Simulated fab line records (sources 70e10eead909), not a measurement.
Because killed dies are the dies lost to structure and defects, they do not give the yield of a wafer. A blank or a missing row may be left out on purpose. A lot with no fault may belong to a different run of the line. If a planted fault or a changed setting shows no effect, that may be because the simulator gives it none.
Matching of chambers | flow nand_harc | 4 sister chambers for NHARC_A_CHANNEL_FILL_D2_ALD_14 on ald_hk-04
The step deposits SiO2, target thk 2.5 nm, pulse time 10 s, ald cycles 25. 16 wafers are shown with their chamber, then 8 later ones without.

## WAFERS, EACH WITH ITS CHAMBER
wafer  | chamber | heater_power_w (W) | precursor_pulse_height_rel
L076.1 | 3       | 430                | 1.001
L076.4 | 0       | 444                | 0.984
L076.6 | 0       | 446                | 1.025
L078.3 | 2       | 417                | 1.007
L078.4 | 1       | 490                | 1.022
L078.6 | 1       | 475                | 1.023
L080.2 | 3       | 440                | 0.975
L080.4 | 1       | 478                | 1.012
L080.6 | 2       | 417                | 0.961
L081.3 | 2       | 419                | 1.000
L081.4 | 3       | 438                | 0.991
L081.5 | 2       | 422                | 0.985
L083.1 | 0       | 452                | 0.999
L083.2 | 1       | 472                | 1.020
L083.3 | 2       | 417                | 1.014
L090.2 | 3       | 433                | 0.974

SIGNATURES, as means of the wafers listed above
reading                    | chamber 0 | chamber 1 | chamber 2 | chamber 3 | scatter within a chamber
heater_power_w             | 447.33    | 478.75    | 418.40    | 435.25    | 5.03
precursor_pulse_height_rel | 1.00267   | 1.01925   | 0.99340   | 0.98525   | 0.0164
Rule: a wafer lies at a distance from a chamber equal to the root of the sum of squares, over the readings, of (its reading less the chamber's mean, divided by the reading's scatter). If the next closest chamber is less than 2 further off than the closest, the wafer can't be placed; otherwise it belongs to the closest. The scatter is the square root of a quotient: the sum, over the shown wafers, of each reading's squared deviation from its chamber's mean, divided by wafers minus chambers.

## WAFERS WITH NO CHAMBER GIVEN
wafer  | heater_power_w (W) | precursor_pulse_height_rel
L090.3 | 461                | 1.015
L090.6 | 455                | 1.003
L092.3 | 464                | 0.985
L092.4 | 437                | 0.985
L092.5 | 489                | 1.020
L097.1 | 482                | 1.008
L097.3 | 413                | 0.985
L097.5 | 432                | 0.983

## CHAMBER TAKEN BY EACH
wafer  | from the rows above     | in truth
L090.3 | can't be placed: 0 or 1 | 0
L090.6 | 0                       | 0
L092.3 | can't be placed: 0 or 1 | 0
L092.4 | can't be placed: 3 or 0 | 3
L092.5 | 1                       | 1
L097.1 | 1                       | 1
L097.3 | 2                       | 2
L097.5 | 3                       | 3
Correct placement for 5 of the 8. These rows do not allow placing 3 (true chamber among the candidates in 3). 0 placed wrongly.
